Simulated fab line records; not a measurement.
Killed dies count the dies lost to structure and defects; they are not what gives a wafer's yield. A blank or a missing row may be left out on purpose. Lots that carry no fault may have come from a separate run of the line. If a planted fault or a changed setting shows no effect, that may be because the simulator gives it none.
3 desks looking at one fault :: flow nandHarc :: what lay behind the numbers comes last; until then each desk has only its own

AT THE TOOL OWNER'S DESK: aldSinBatch-02
The tool's own readings at NHARC_A_CHANNEL_FILL_D2_ALD_15 (deposits SiNx, target thk 2 nm, pulse time 60 s, ald cycles 19): means of the sampled wafers that have a number, for each lot that ran on this tool. Marked OUT: a lot whose mean sits more than 4 standard deviations from the usual mean, which makes it out of limits; the brackets give that distance.
Columns: A = precursorPulseHeightRel at NHARC_A_CHANNEL_FILL_D2_ALD_15, usual 0.998; B = susceptorTempC at NHARC_A_CHANNEL_FILL_D2_ALD_15, usual 629.95 C
lot: L923
first seen here: day 14 11:34
A: 0.997
B: 630.00

lot: L924
first seen here: day 14 17:55
A: 1.011
B: 629.99

lot: L925
first seen here: day 14 17:55
A: 0.993
B: 630.09

lot: L935
first seen here: day 19 04:18
A: 1.013
B: 643.28 (+48) OUT
This desk finds L935 out of limits, L935 being first, at day 19 04:18 (susceptorTempC at NHARC_A_CHANNEL_FILL_D2_ALD_15). Within limits: L923, L924, L925.

THE DEFECT DESK
Inspection counts along the route, by lot: the mean over sampled wafers that carry a number. Marked OUT: a lot whose mean sits more than 4 standard deviations from the usual mean, which makes it out of limits; the brackets give that distance.
Columns: A = rawDefectCount at NHARC_A_CHANNEL_HOLE_D2_INSPECT_40, usual 294
lot: L922
first seen here: day 13 17:15
A: 374

lot: L923
first seen here: day 14 01:12
A: 349

lot: L925
first seen here: day 14 07:17
A: 259

lot: L924
first seen here: day 14 09:33
A: 295

lot: L926
first seen here: day 15 11:01
A: 308

lot: L932
first seen here: day 17 19:53
A: 305

lot: L935
first seen here: day 18 17:32
A: 220

lot: L937
first seen here: day 19 03:41
A: 254

lot: L938
first seen here: day 20 01:52
A: 265

lot: L942
first seen here: day 21 14:11
A: 340

lot: L943
first seen here: day 22 13:25
A: 312

lot: L944
first seen here: day 22 13:57
A: 308

lot: L945
first seen here: day 23 00:07
A: 295
This desk's verdict: no lot among the 13 shows anything out of limits.

FROM THE METROLOGY DESK
Lot by lot, what the gauges showed, no matter which tool ran the lot: averages of those sampled wafers that carry a number. Marked OUT: a lot whose mean sits more than 4 standard deviations from the usual mean, which makes it out of limits; the brackets give that distance.
Columns: A = cdNm at NHARC_A_CHANNEL_HOLE_D2_CD_MEAS_31, usual 90.2 nm
lot: L922
first seen here: day 13 17:04
A: 90.1

lot: L923
first seen here: day 14 01:01
A: 89.2

lot: L925
first seen here: day 14 07:06
A: 91.1

lot: L924
first seen here: day 14 09:22
A: 92.1

lot: L926
first seen here: day 15 10:50
A: 87.9

lot: L932
first seen here: day 17 19:41
A: 89.5

lot: L935
first seen here: day 18 17:20
A: 91.4

lot: L937
first seen here: day 19 03:28
A: 90.9

lot: L938
first seen here: day 20 01:40
A: 91.4

lot: L942
first seen here: day 21 14:00
A: 91.8

lot: L943
first seen here: day 22 13:13
A: 89.7

lot: L944
first seen here: day 22 13:45
A: 91.2

lot: L945
first seen here: day 22 23:56
A: 89.8
This desk's verdict: no lot among the 13 shows anything out of limits.

ALL TOGETHER
At day 19 04:18, on L935, the tool owner's desk was in a position to raise an alarm.
Nothing out of limits was seen by the defect desk.
Metrology desk: nothing out of limits seen.
The defect desk has L935 on record, within its limits.
The metrology desk has L935 on record, within its limits.
All the named lots went through NHARC_A_CHANNEL_FILL_D2_ALD_15 on aldSinBatch-02.

WHAT THE SIMULATOR HAD PUT IN
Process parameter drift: aldSinBatch-02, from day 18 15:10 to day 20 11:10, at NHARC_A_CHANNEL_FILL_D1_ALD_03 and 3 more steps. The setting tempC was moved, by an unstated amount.
Lots struck among those shown: L935.
How many hours passed from the start of the fault until each desk's first out-of-limits reading: the tool owner's desk, 13.
